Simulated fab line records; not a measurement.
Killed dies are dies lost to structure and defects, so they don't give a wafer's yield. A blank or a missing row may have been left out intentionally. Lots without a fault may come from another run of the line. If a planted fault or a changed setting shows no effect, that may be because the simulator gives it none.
Problem report, 8D (eight disciplines) form, completed by code -- flow n5 finfet -- the parts of the form that need people (team, actions taken, sign-off) are left out

== 1. WHAT IS WRONG ==
Mean M4_ILD_THK at N5_BEOL_M4_THK_MEAS_01: 109.7 nm over 6 wafers in 2 lots; fault-free wafers: 79.2 nm, standard deviation 0.97. That puts it +31 standard deviations away from the usual mean.
Seen first at day 11 13:32 on film metro-01, wafer L394.2. Wafers with a number at this step in the record: 27, from 9 lots. Rule for "out" (also "out of limits"): further than 4 standard deviations from the usual mean. Any other wafer with a number is counted as sound.

== 2. WHAT IT IS, AND WHAT IT ISN'T ==
question,is,is not
which readings at this step,M4_ILD_THK,-
which lots,"L394, L396","L385, L397, L401, L402, L403, L405, L407"
which wafers of those lots,all that have a number,-
read on which gauges,"film metro-01, film metro-02",-
when,from day 11 13:32,"up to then (3 sound wafers); but 18 sound wafers of L397, L401, L402, L403, L405, L407 came after"

== 3. THE SUSPECTS, EACH WITH WHAT RULES IT OUT ==
Counting: any tool at a process step up to the reading is kept as a suspect provided that every lot that is out went through it and no sound lot did after the first of them.
- the gauge at N5_BEOL_M4_THK_MEAS_01: ruled out. 2 gauges (film metro-01, film metro-02) read the wafers that are out.
- cvd co-02 at N5_BEOL_M3_PRE_CLEAN_60 (time 15 s): ruled out as a lasting fault. Following L394 (day 11 13:11), the first lot on it that is out, the sound lots L397, L401, L402, L403, L407 were run on it.
- pecvd-02 at N5_BEOL_M4_ILD_DEP_00 (deposits SiOC from DEMS/O2, target thk 79 nm, time 15.3 s): kept. It processed each lot that is out, first L394 at day 11 13:28, and no sound lot thereafter; up to then, the last sound lot it processed was L385 at day 8 13:47.
After counting, what remains is pecvd-02 at N5_BEOL_M4_ILD_DEP_00.

== 4. THE CAUSE (what the simulator had put in) ==
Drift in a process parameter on pecvd-02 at N5_BEOL_M4_ILD_DEP_00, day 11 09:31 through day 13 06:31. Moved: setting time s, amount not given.
Counting left only this tool.

== 5. THE CHAIN OF EFFECTS, in route order ==
One row per reading whose mean, taken over the struck wafers that have a number, lies over 3 standard deviations from the usual. Only readings for which the record gives a usual standard deviation are gone through. hours: the time from each lot's start at the first step in this table that gives one to its start at this step, as a median over the lots. sigmas: the change in usual standard deviations.
hours,step,reading,usual,on struck wafers,change,sigmas
0,N5_BEOL_M4_THK_MEAS_01,M4_ILD_THK,79.2 nm,109.7,+30.5,+31
118,N5_PASSIVATION_PROBE_49,defect limited yield,91.1 %,0.2,-90.9,-61
118,N5_PASSIVATION_PROBE_49,killed_at_M4_up,14,1088,+1074,+99 or more
118,N5_PASSIVATION_PROBE_49,killed dies,105,1178,+1072,+63
118,N5_PASSIVATION_PROBE_49,killed on rim,14,150,+136,+40
118,N5_PASSIVATION_PROBE_49,sort_bin_5_function,5.2 %,96.3,+91.1,+96
118,N5_PASSIVATION_PROBE_49,sort n pass,1075,2,-1072,-63
118,N5_PASSIVATION_PROBE_49,sort yield pct,91.1 %,0.2,-90.9,-61
Its process steps:
- N5_PASSIVATION_PROBE_49

== 6. WHAT WOULD HAVE CAUGHT IT SOONER ==
In this record the first reading out of limits at a measuring or inspecting step was taken at day 11 13:32, 4 hours after the fault began at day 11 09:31.
Tool readings at N5_BEOL_M4_ILD_DEP_00 with a usual standard deviation given in the record: none out on any struck wafer, hence no alarm at a limit of 4 standard deviations on them.
L396, from the lots that are out (2), started N5_BEOL_M4_ILD_DEP_00 on pecvd-02 later than day 11 13:32. Putting the tool on hold at that point would have spared it.
